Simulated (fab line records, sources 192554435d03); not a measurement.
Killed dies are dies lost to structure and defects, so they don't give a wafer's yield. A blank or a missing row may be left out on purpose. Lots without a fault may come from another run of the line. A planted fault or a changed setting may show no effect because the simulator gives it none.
Which tool did it? | flow n5_finfet | 9 lots, 26 wafers sampled, at 5 steps of a route of 1938

WHAT THE GAUGES READ, wafer by wafer
N5_BEOL_M4_RC_MEAS_101. Usual: DIBL_N 36.3 mV/V, standard deviation 1.7; DIBL_P 36.5 mV/V, standard deviation 1.8; IOFF_N 0.16 nA/um, standard deviation 0.033; IOFF_P 0.21 nA/um, standard deviation 0.037; ION_N 675 uA/um, standard deviation 11; ION_P 462 uA/um, standard deviation 7.9; SS_N 71.6 mV/dec, standard deviation 0.64; SS_P 73.3 mV/dec, standard deviation 0.68; VT_N 249 mV, standard deviation 3.3; VT_P -250 mV, standard deviation 3.3.
lot  | measured     | on        | DIBL_N (mV/V)  | DIBL_P (mV/V)  | IOFF_N (nA/um) | IOFF_P (nA/um) | ION_N (uA/um) | ION_P (uA/um) | SS_N (mV/dec)  | SS_P (mV/dec)  | VT_N (mV)   | VT_P (mV)      | flag
L715 | day 8 14:51  | prober-02 | 37.3 33.8 35.5 | 37.5 33.5 36.1 | 0.18 0.12 0.15 | 0.23 0.17 0.21 | 680 677 683   | 470 471 476   | 71.2 70.7 72.1 | 72.8 71.7 72.8 | 247 255 250 | -250 -253 -250 |
L718 | day 9 15:35  | prober-02 | 37.4 35.1 32.3 | 38.4 34.8 33.3 | 0.18 0.14 0.11 | 0.24 0.18 0.16 | 660 658 657   | 460 445 457   | 72.2 71.9 70.5 | 73.5 72.8 72.1 | 251 254 255 | -247 -251 -254 |
L720 | day 10 07:21 | prober-01 | 34.9 35.6 33.3 | 35.2 36.8 33.1 | 0.15 0.16 0.12 | 0.22 0.23 0.19 | 679 675 690   | 467 467 479   | 71.0 71.6 70.1 | 73.7 74.1 72.8 | 249 249 254 | -250 -248 -249 |
L721 | day 10 09:15 | prober-01 | 35.8 35.6 34.2 | 36.3 34.7 33.9 | 0.16 0.15 0.13 | 0.20 0.17 0.17 | 684 666 657   | 464 450 448   | 71.3 71.1 71.1 | 72.9 72.7 72.1 | 249 249 251 | -251 -253 -253 |
L722 | day 10 15:11 | prober-02 | 37.2 37.7 35.5 | 37.8 39.0 36.4 | 0.19 0.19 0.16 | 0.25 0.27 0.23 | 685 675 683   | 472 466 475   | 72.0 72.6 71.1 | 72.9 73.8 73.1 | 246 246 249 | -244 -247 -248 |
L723 | day 11 11:26 | prober-02 | 39.5 38.9      | 39.9 38.0      | 0.22 0.21      | 0.26 0.22      | 672 676       | 463 453       | 73.9 72.8      | 74.1 74.5      | 250 248     | -247 -250      |
L729 | day 12 03:55 | prober-01 | 37.3 36.3 37.3 | 36.6 35.8 36.4 | 0.16 0.15 0.17 | 0.23 0.22 0.23 | 678 662 667   | 472 460 464   | 71.4 71.4 71.9 | 72.5 73.4 73.5 | 254 253 249 | -245 -248 -247 |
L730 | day 13 00:05 | prober-02 | 33.4 35.3 34.3 | 33.1 34.8 33.9 | 0.13 0.16 0.14 | 0.17 0.19 0.18 | 682 677 672   | 465 462 459   | 71.4 71.3 71.9 | 72.7 73.6 73.2 | 251 247 250 | -254 -251 -252 |
L733 | day 13 10:06 | prober-01 | 33.2 36.3 36.8 | 33.6 37.7 38.6 | 0.12 0.18 0.19 | 0.16 0.21 0.22 | 669 678 677   | 452 461 458   | 71.2 71.9 72.1 | 72.4 74.4 74.3 | 252 248 246 | -256 -250 -253 |

N5_BEOL_M10_CD_MEAS_28: target cd 70 nm. Usual: cd_nm 69.8 nm, standard deviation 1.1.
lot  | measured     | on        | cd_nm (nm)     | flag
L715 | day 10 15:23 | cd_sem-02 | 70.5 71.0 71.0 |
L718 | day 11 15:02 | cd_sem-01 | 69.8 70.7 71.2 |
L720 | day 12 08:16 | cd_sem-02 | 68.6 70.0 70.6 |
L721 | day 12 18:46 | cd_sem-01 | 68.4 69.0 68.8 |
L722 | day 12 21:17 | cd_sem-02 | 70.4 71.0 69.3 |
L723 | day 13 13:10 | cd_sem-02 | 80.9 70.4      | OFF
L729 | day 14 07:04 | cd_sem-02 | 70.9 71.0 71.0 |
L730 | day 15 01:38 | cd_sem-02 | 70.0 70.6 69.6 |
L733 | day 15 18:35 | cd_sem-03 | 68.8 69.8 69.0 |

N5_BEOL_M10_INSPECT_30: inspects for defects (brightfield). Usual: raw_defect_count 431, standard deviation 100.
lot  | measured     | on                | raw_defect_count | flag
L715 | day 10 15:26 | defect_inspect-02 | 571 348 353      |
L718 | day 11 15:05 | defect_inspect-01 | 466 421 614      |
L720 | day 12 08:19 | defect_inspect-02 | 396 568 522      |
L721 | day 12 18:50 | defect_inspect-02 | 459 457 513      |
L722 | day 12 21:20 | defect_inspect-02 | 688 468 428      |
L723 | day 13 13:13 | defect_inspect-01 | 472 379          |
L729 | day 14 07:07 | defect_inspect-02 | 589 424 363      |
L730 | day 15 01:41 | defect_inspect-02 | 289 240 253      |
L733 | day 15 18:38 | defect_inspect-02 | 511 437 457      |

WHICH TOOL RAN EACH LOT (tool, then ch and the chambers of the sampled wafers, then the start)
lot  | N5_BEOL_M10_HM_OPEN_17            | N5_BEOL_M10_PEB_26
L715 | rie_metal-03 ch 0,1, day 10 11:35 | litho_track-02 ch 0, day 10 15:19
L718 | rie_metal-02 ch 0,1, day 11 14:18 | litho_track-02 ch 0, day 11 14:58
L720 | rie_metal-03 ch 0,1, day 12 05:57 | litho_track-02 ch 0, day 12 08:11
L721 | rie_metal-03 ch 0, day 12 14:06   | litho_track-03 ch 0, day 12 18:42
L722 | rie_metal-01 ch 0,1, day 12 20:40 | litho_track-02 ch 0, day 12 21:13
L723 | rie_metal-03 ch 0,1, day 13 11:57 | litho_track-02 ch 0, day 13 13:06
L729 | rie_metal-03 ch 0,1, day 14 05:56 | litho_track-04 ch 0, day 14 06:59
L730 | rie_metal-03 ch 0,1, day 14 22:26 | litho_track-03 ch 0, day 15 01:34
L733 | rie_metal-01 ch 1, day 15 17:40   | litho_track-03 ch 0, day 15 18:31
- N5_BEOL_M10_HM_OPEN_17: chemistry Cl2/BCl3, target TiN, target depth 20 nm, overetch 6 nm.
- N5_BEOL_M10_PEB_26: peb time 60 s.

WHAT THE TOOLS THEMSELVES READ (means of the sampled wafers that have a number; where no wafer has one, the mark that the record gives instead)
N5_BEOL_M10_HM_OPEN_17. Usual: drypump_motor_current_A 5.8 A, standard deviation 0.7; oes_product_au 0.62 a.u., standard deviation 0.098; throttle_valve_pct 22.26 %, standard deviation 0.21.
lot  | tool         | drypump_motor_current_A (A) | oes_product_au (a.u.) | throttle_valve_pct (%) | flag
L715 | rie_metal-03 | 5.4                         | 0.54                  | 22.36                  |
L718 | rie_metal-02 | 6.0                         | 0.56                  | 22.48                  |
L720 | rie_metal-03 | 5.4                         | 0.54                  | 22.37                  |
L721 | rie_metal-03 | 6.6                         | 0.58                  | 22.27                  |
L722 | rie_metal-01 | 5.8                         | 0.75                  | 21.96                  |
L723 | rie_metal-03 | 5.8                         | 0.70                  | 22.16                  |
L729 | rie_metal-03 | 5.4                         | 0.72                  | 22.15                  |
L730 | rie_metal-03 | 5.4                         | 0.71                  | 22.14                  |
L733 | rie_metal-01 | 5.5                         | 0.64                  | 22.08                  |

THE ANSWER, worked out from the rows above alone
Rule: a lot is off if the mean of its wafers that have a number lies more than 3 standard deviations from the usual mean. A lot without any number at a reading at which 4 lots or more have one is off too. The other lots that the step has rows for count as sound. The gauges are gone through in route order, then the tools' own readings, and for those a lot's mean is taken as printed above. The first step at which some lot is off is used, and at that step the reading that is off furthest; a lot without a number counts as furthest.
Off: L723, at N5_BEOL_M10_CD_MEAS_28 (cd_nm).
A tool fits if, at a process step before that reading, it ran every lot that is off, and no sound lot after the first of them. The gauges at N5_BEOL_M10_CD_MEAS_28 are tried like those tools. One fits: litho_track-02 at N5_BEOL_M10_PEB_26. Its last sound lot is L722 (day 12 21:13), its first lot that is off L723 (day 13 13:06): a fault that began between those two fits.

WHAT THE SIMULATOR HAD PUT IN
Process parameter drift: litho_track-02, from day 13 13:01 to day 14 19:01, at N5_BEOL_M10_PEB_26. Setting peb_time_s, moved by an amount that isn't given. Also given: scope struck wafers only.
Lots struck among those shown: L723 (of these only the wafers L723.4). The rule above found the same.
